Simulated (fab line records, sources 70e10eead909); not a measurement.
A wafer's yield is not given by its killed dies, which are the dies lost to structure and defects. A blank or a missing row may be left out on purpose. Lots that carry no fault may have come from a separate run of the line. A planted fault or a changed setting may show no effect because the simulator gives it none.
Problem report, 8D (eight disciplines) form, completed by code + flow nand-harc + the parts of the form that need people (team, actions taken, sign-off) are left out

## 1. THE ISSUE
At NHARC_A_ONON_D1_THK_MEAS_02, thk-nm averages 682 nm over 6 wafers from 2 lots, while fault-free wafers read 999 nm, standard deviation 10. Relative to the usual mean, that is a shift of -32 standard deviations.
The step: measures by ellipsometry.
Earliest sighting: wafer L516.2 on film-metro-01 at day 9 19:17. At this step, 39 wafers from 13 lots have a number in the record. Rule for "out" (also "out of limits"): further than 4 standard deviations from the usual mean. The rest of the wafers with a number are treated as sound.

## 2. WHAT IT IS AND WHAT IT IS NOT
| question                    | is                     | is not                                                                                                        |
|-----------------------------|------------------------|---------------------------------------------------------------------------------------------------------------|
| which readings at this step | thk-nm                 | -                                                                                                             |
| which lots                  | L516, L519             | L509, L510, L513, L520, L522, L523, L525, L526, L527, L528, L529                                              |
| which wafers of those lots  | all that have a number | -                                                                                                             |
| read on which gauges        | film-metro-01          | film-metro-02                                                                                                 |
| when                        | from day 9 19:17       | up to then (9 sound wafers); but 24 sound wafers of L520, L522, L523, L525, L526, L527, L528, L529 came after |

## 3. WHAT RULES OUT EACH SUSPECT
Counting: any tool at a process step up to the reading is kept as a suspect provided that every lot that is out went through it and no sound lot did after the first of them.
- the gauge at NHARC_A_ONON_D1_THK_MEAS_02: ruled out. All the wafers that are out were read on film-metro-01, but those of them that NHARC_END_SORT_01 has rows for are out there too, on other tools.
- rie-si-04 at NHARC_A_ZERO_WELL_ETCH_13 (etches the open film in HBr/Cl2, target depth 120 nm, time 40.1 s): ruled out as a lasting fault. Sound lots L523, L526, L528, L529 ran on it after its first lot that is out, L516 (day 8 21:10).
- pecvd-onon-03 at NHARC_A_ONON_D1_DEP_00 (target thk 1000 nm): kept. Every lot that is out went through it, starting with L516 (day 9 18:50), and after that it ran no sound lot; the last sound lot it ran before then is L509 (day 8 08:25).
After counting, what remains is pecvd-onon-03 at NHARC_A_ONON_D1_DEP_00.

## 4. THE CAUSE (what the simulator had put in)
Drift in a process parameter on pecvd-onon-03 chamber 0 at NHARC_A_ONON_D1_DEP_00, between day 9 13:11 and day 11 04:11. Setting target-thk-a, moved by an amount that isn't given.
The count eliminated every tool but this one.

## 5. THE CHAIN OF EFFECTS, in route order
Each row: a reading whose mean over the struck wafers that have a number lies more than 3 standard deviations from the usual. Only readings whose record carries a usual standard deviation are examined. hours: median over the lots of the time between each lot's start at the first step of this table that gives one and its start at this step. sigmas: the change, counted in usual standard deviations.
| hours | step                        | reading         | usual  | on struck wafers | change | sigmas |
|-------|-----------------------------|-----------------|--------|------------------|--------|--------|
| 0     | NHARC_A_ONON_D1_THK_MEAS_02 | thk-nm          | 999 nm | 682              | -316   | -32    |
| 274   | NHARC_END_SORT_01           | killed-at-array | 27     | 674              | +647   | +59    |
| 274   | NHARC_END_SORT_01           | killed-dies     | 30     | 677              | +647   | +59    |

## 6. HOW IT WOULD HAVE BEEN CAUGHT EARLIER
In this record the first reading out of limits at a measuring or inspecting step was taken at day 9 19:17, 6 hours after the fault began at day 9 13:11.
No tool reading at NHARC_A_ONON_D1_DEP_00 that has a usual standard deviation in the record was out on any struck wafer, so an alarm limit of 4 standard deviations on those readings would not have fired.
Lots out: 2; of these, L519 started NHARC_A_ONON_D1_DEP_00 on pecvd-onon-03 after day 9 19:17. A hold on the tool at that time would have spared it.
